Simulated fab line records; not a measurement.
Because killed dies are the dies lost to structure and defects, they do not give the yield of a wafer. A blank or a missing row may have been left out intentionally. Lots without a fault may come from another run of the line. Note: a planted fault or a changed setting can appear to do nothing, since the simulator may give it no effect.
Chamber matching -- flow n5Finfet -- N5_BEOL_M7_STRIP_36 on rieDiel-05: 4 sister chambers
The step strips in N2/H2. 4 wafers are shown with their chamber, then 12 later ones without.

## WAFERS, EACH WITH ITS CHAMBER
wafer,chamber,throttleValvePct (%)
L088.2,1,23.86
L088.3,2,23.50
L091.4,3,24.05
L091.5,0,23.76

## WAFERS MISSING THEIR CHAMBER
wafer,throttleValvePct (%)
L092.1,23.85
L092.4,23.88
L092.5,24.10
L093.1,23.52
L093.4,24.06
L093.6,23.51
L094.1,23.53
L094.5,23.86
L094.6,24.08
L097.2,23.47
L097.4,23.45
L097.6,24.08

## EACH ONE'S CHAMBER
wafer,from the rows above,in truth
L092.1,1,1
L092.4,1,1
L092.5,3,3
L093.1,2,2
L093.4,3,3
L093.6,2,2
L094.1,2,2
L094.5,1,1
L094.6,3,3
L097.2,2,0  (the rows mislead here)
L097.4,2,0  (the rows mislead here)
L097.6,3,3
Correctly placed: 10 of 12. Can't be placed from these rows: 0. Wrongly placed: 2.
How it was worked out, from the rows above alone: a wafer's distance from a chamber is the root of the sum, over the readings, of the square of ((its reading less the chamber's mean) divided by the reading's scatter). If the next closest chamber is less than 2 further off than the closest, the wafer can't be placed; otherwise it belongs to the closest. The mean given for a chamber averages the wafers shown for that chamber. The scatter (one wafer shown for each chamber): square how far every hidden wafer sits from the nearest shown wafer, average those squares and take the square root.
